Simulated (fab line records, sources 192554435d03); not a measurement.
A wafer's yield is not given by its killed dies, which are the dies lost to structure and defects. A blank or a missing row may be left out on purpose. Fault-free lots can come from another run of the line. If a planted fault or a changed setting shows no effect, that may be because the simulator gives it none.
Lot-split experiment | flow n5-finfet | 7 lots, 39 wafers read, on a route of 1938 steps

## SPLIT DETAILS
At N5_BEOL_M4_HM_DEP_02 (deposits TiN, target thk 20 nm), the setting target-thk-a was moved away from the recipe's 200 angstrom on 18 of the 39 wafers read, by -48.4% to +41.9%. All remaining wafers had this setting at the recipe value.

## FROM THE SPLIT TO THE READING: what the file shows between them, 4 steps
- N5_BEOL_M4_COAT_61: time 60 s, resist thk 60 nm
- N5_BEOL_M4_COAT_62: time 60 s, resist thk 12 nm
- N5_BEOL_M4_STRIP_75: strips in N2/H2
- N5_BEOL_M4_STRIP_66: strips in CF4

## THE READING
oes-product-au, in a.u., at N5_BEOL_M4_HM_OPEN_17 (chemistry Cl2/BCl3, target TiN, target depth 20 nm, overetch 6 nm). A value of 0.63 a.u. with a standard deviation of 0.079 a.u. is what fault-free wafers of this fab line usually give.

wafer  | tool, chamber at the split | target-thk-a as run, angstrom | against the recipe | oes-product-au, a.u. | against lot-mates on the recipe
L074.1 | pvd-sputter-02, -          | 246.1                         | +23.0%             | 0.70                 | +0.10
L074.2 | pvd-sputter-02, -          | 200                           | recipe             | 0.59                 | -
L074.3 | pvd-sputter-02, -          | 200                           | recipe             | 0.62                 | -
L074.4 | pvd-sputter-02, -          | 200                           | recipe             | 0.59                 | -
L074.5 | pvd-sputter-02, -          | 246.1                         | +23.0%             | 0.71                 | +0.11
L074.6 | pvd-sputter-02, -          | 246.1                         | +23.0%             | 0.68                 | +0.08
L075.1 | pvd-sputter-02, -          | 200                           | recipe             | 0.80                 | -
L075.2 | pvd-sputter-02, -          | 103.2                         | -48.4%             | 0.49                 | -0.27
L075.3 | pvd-sputter-02, -          | 200                           | recipe             | 0.80                 | -
L075.4 | pvd-sputter-02, -          | 200                           | recipe             | 0.68                 | -
L075.5 | pvd-sputter-02, -          | 103.2                         | -48.4%             | 0.58                 | -0.18
L075.6 | pvd-sputter-02, -          | 103.2                         | -48.4%             | 0.49                 | -0.27
L084.1 | pvd-sputter-03, -          | 283.9                         | +41.9%             | 0.66                 | +0.11
L084.2 | pvd-sputter-03, -          | 200                           | recipe             | 0.56                 | -
L084.3 | pvd-sputter-03, -          | 283.9                         | +41.9%             | 0.65                 | +0.10
L084.4 | pvd-sputter-03, -          | 200                           | recipe             | 0.55                 | -
L084.5 | pvd-sputter-03, -          | 283.9                         | +41.9%             | 0.66                 | +0.11
L084.6 | pvd-sputter-03, -          | 200                           | recipe             | 0.55                 | -
L085.1 | pvd-sputter-01, -          | 200                           | recipe             | 0.56                 | -
L085.2 | pvd-sputter-01, -          | 200                           | recipe             | 0.56                 | -
L085.3 | pvd-sputter-01, -          | 255.9                         | +28.0%             | 0.64                 | +0.08
L085.4 | pvd-sputter-01, -          | 255.9                         | +28.0%             | 0.65                 | +0.09
L085.5 | pvd-sputter-01, -          | 255.9                         | +28.0%             | 0.65                 | +0.09
L085.6 | pvd-sputter-01, -          | 200                           | recipe             | 0.56                 | -
L090.1 | pvd-sputter-02, -          | 200                           | recipe             | 0.65                 | -
L090.2 | pvd-sputter-02, -          | 279.1                         | +39.6%             | 0.89                 | +0.23
L090.3 | pvd-sputter-02, -          | 200                           | recipe             | 0.66                 | -
L090.4 | pvd-sputter-02, -          | 279.1                         | +39.6%             | 0.90                 | +0.24
L090.5 | pvd-sputter-02, -          | 279.1                         | +39.6%             | 0.89                 | +0.23
L090.6 | pvd-sputter-02, -          | 200                           | recipe             | 0.67                 | -
L092.1 | pvd-sputter-02, -          | 200                           | recipe             | 0.56                 | -
L092.2 | pvd-sputter-02, -          | 126.3                         | -36.9%             | 0.43                 | -0.12
L092.3 | pvd-sputter-02, -          | 126.3                         | -36.9%             | 0.44                 | -0.11
L092.4 | pvd-sputter-02, -          | 126.3                         | -36.9%             | 0.43                 | -0.12
L092.5 | pvd-sputter-02, -          | 200                           | recipe             | 0.55                 | -
L092.6 | pvd-sputter-02, -          | 200                           | recipe             | 0.55                 | -
L097.1 | pvd-sputter-02, -          | 200                           | recipe             | 0.55                 | -
L097.5 | pvd-sputter-02, -          | 200                           | recipe             | 0.55                 | -
L097.6 | pvd-sputter-02, -          | 200                           | recipe             | 0.56                 | -

FIT RESULTS
A straight line over all 39 wafers: oes-product-au changes by +0.00324 a.u. for each +1% of target-thk-a; r = +0.71; the points scatter about the line by 0.083 a.u.
The same after taking each lot's own level away (the mean of its wafers on the recipe; 39 wafers): +0.00412 a.u. for each +1%; r = +0.94; scatter 0.039 a.u.
According to that fit, moving target-thk-a by its largest amount changes the reading by 0.2 a.u.
The span of the lots' own levels, 0.553 to 0.760 a.u., comes to 2.6 times the standard deviation stated above.
So the lot-to-lot level blurs the effect unless lot-mates are compared.
Check: with one of the wafers moved furthest among these (-48.4%) left out of the fit, the line predicts -0.192 a.u. for it against its lot-mates. It came out at -0.27 a.u. against them.

## OTHER SPLITS APPLIED TO THESE WAFERS
These wafers also went through other splits before the reading. Each is held against what the fit with the lots' levels taken away leaves over:
other split on the same wafers | wafers away from the commonest value | r with oes-product-au (lot level and that fit taken away)
N5_GATE_CUT_DESCUM_18 time-s   | 12                                   | +0.12
N5_BEOL_M3_DEP_57 time-s       | 18                                   | +0.08

## THE WHOLE CHAIN: every reading that the file lists as answering this split, in the file's order
step                   | what it does                                                      | reading                                                                          | change (the file's fit)                                                           | r (the file's)
N5_BEOL_M4_HM_DEP_02   | deposits TiN, target thk 20 nm                                    | TiN_of_BEOL_M4_HM_DEP_02.thk-nm (the simulator's own value, which no gauge read) | +0.202 nm for each +1% of the setting                                             | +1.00
N5_BEOL_M4_HM_OPEN_17  | chemistry Cl2/BCl3, target TiN, target depth 20 nm, overetch 6 nm | oes-product-au                                                                   | +0.00407 a.u. for each +1% of the setting                                         | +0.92
N5_BEOL_M4_HM_OPEN_17  | chemistry Cl2/BCl3, target TiN, target depth 20 nm, overetch 6 nm | etch.depth-nm (the simulator's own value, which no gauge read)                   | +0.183 nm for each +1% of the setting                                             | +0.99
N5_BEOL_M4_OCD_MEAS_38 |                                                                   | trench-depth-nm                                                                  | not straight: 56.3 at the lowest setting, 55.9 at the recipe, 25.7 at the highest | not given

## FILE'S OWN FIT
oes-product-au changes by +0.00407 a.u. for each +1% of target-thk-a, r = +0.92.
